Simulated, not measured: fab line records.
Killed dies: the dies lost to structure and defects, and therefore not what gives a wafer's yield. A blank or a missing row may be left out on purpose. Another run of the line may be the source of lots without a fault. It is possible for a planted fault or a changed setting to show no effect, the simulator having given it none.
Comparing a struck lot with a sound one || flow n5_finfet || 15 out of 1938 route steps
Sound: wafers L443.1, L443.3, L443.5. The struck wafers were L440.4, L440.5, L440.6. The cause is named last.
For every step that has rows: the tool of each side, followed by ch and its chambers, followed by its first start. Under that, the readings that differ: sound wafers || struck wafers || difference of the means || sigmas: that difference in standard deviations of wafers without a fault.
alike: readings with means less than 2 such deviations apart, plus words and numbers identical on both sides. not compared: withheld readings, readings lacking a value on some wafer, bounds such as >300 that could conceal the same value, and numbers that have no deviation in the record and whose values overlap.
Wherever a step has rows on one side only, a row that says differs or no value, or a row with sigmas, the two part there. Numbers that have no deviation but don't overlap get no sigmas and don't part them. A reading missing from all wafers of one side parts the sides only when that side holds two or more wafers.

first, 7 steps without rows for these wafers: N5_ZERO_LAYER_COAT_05 (resist thk 1000 nm); N5_ZERO_LAYER_EBR_07; N5_ZERO_LAYER_SOFTBAKE_06 (time 90 s); N5_ZERO_LAYER_EXPOSE_08 (exposes mask ZERO, defocus 0 nm, target cd 2000 nm); N5_ZERO_LAYER_PEB_09; N5_ZERO_LAYER_DEVELOP_10 (develop time 60 s); N5_ZERO_LAYER_HARDBAKE_23 (time 120 s).
N5_ZERO_LAYER_CD_MEAS_11: the cd target is 2000 nm.
  sound on cd_sem-01 ch 0, day 4 18:38; struck on cd_sem-03 ch 0, day 4 00:47
  alike: cd_nm
N5_ZERO_LAYER_DESCUM_16: chemistry O2, time 7.9 s.
  sound on rie_diel-05 ch 0,1,3, day 4 18:41; struck on rie_diel-05 ch 0,1, day 4 00:53
  alike: drypump_motor_current_A, oes_product_au, rf_vpp_V, showerhead_plenum_p_Torr, throttle_valve_pct
  not compared: rf_hours_counter_h
N5_ZERO_LAYER_ETCH_17: etches SiO2 in CF4, target depth 12 nm, time 13.3 s.
  sound on rie_diel-05 ch 0,1,3, day 4 18:43; struck on rie_diel-05 ch 0,1, day 4 00:55
  alike: drypump_motor_current_A, oes_product_au, rf_vpp_V, showerhead_plenum_p_Torr, throttle_valve_pct
  not compared: rf_hours_counter_h
N5_ZERO_LAYER_ETCH_18: etches Si in HBr/Cl2, target depth 120 nm, time 40 s.
  sound on rie_si-06 ch 0,3, day 4 18:47; struck on rie_si-06 ch 1,2, day 4 00:59
  alike: drypump_motor_current_A, oes_product_au, throttle_valve_pct
  not compared: rf_hours_counter_h
N5_ZERO_LAYER_STRIP_24: strips in O2.
  sound on plasma_asher-01 ch 0,1, day 4 18:53; struck on plasma_asher-01 ch 0,1, day 4 01:07
  alike: chamber_pressure_mTorr, drypump_motor_current_A, heater_power_w, oes_product_au, strip_time_to_endpoint_s
  not compared: rf_hours_counter_h
N5_ZERO_LAYER_STRIP_19: strips in SPM, time 900 s.
  sound on wet_bench-06 ch 5,6,7, day 4 18:59; struck on wet_bench-04 ch 0,1,7, day 4 01:11
  no value came back on the struck wafers for bath_guard_temp_C (C), bath_heat_duty_pct (%); on the sound wafers bath_guard_temp_C (C) reads 130.4 130.4 129.3
N5_ZERO_LAYER_INSPECT_20: inspects for defects (darkfield).
  sound: defect_inspect-01 at day 4 19:15; struck: defect_inspect-02 at day 4 01:28
  alike: raw_defect_count
-- a jump in the record: the struck wafers' starts before and after are 17 days apart (it breaks off in module ZERO_LAYER and resumes in module PASSIVATION, where the first step shown is number 1936 of the route) --
N5_PASSIVATION_PROBE_49:
  sound: prober-01 at day 22 19:18; struck: prober-01 at day 20 18:21
  alike: defect_limited_yield, killed_at_M0_to_M3, killed_at_M4_up, killed_at_contacts, killed_at_front_end, killed_at_other, killed_dies, killed_on_rim, killed_open, killed_short, sort_bin_5_function, sort_bin_6_memory, sort_bin_8_speed, sort_n_pass, sort_yield_pct

## WHERE THEY PART
At N5_ZERO_LAYER_STRIP_19 and nowhere else, as far as this record goes. Later steps at which nothing parts them and some readings are alike: N5_ZERO_LAYER_INSPECT_20, N5_PASSIVATION_PROBE_49.

WHY: the cause the simulator had injected
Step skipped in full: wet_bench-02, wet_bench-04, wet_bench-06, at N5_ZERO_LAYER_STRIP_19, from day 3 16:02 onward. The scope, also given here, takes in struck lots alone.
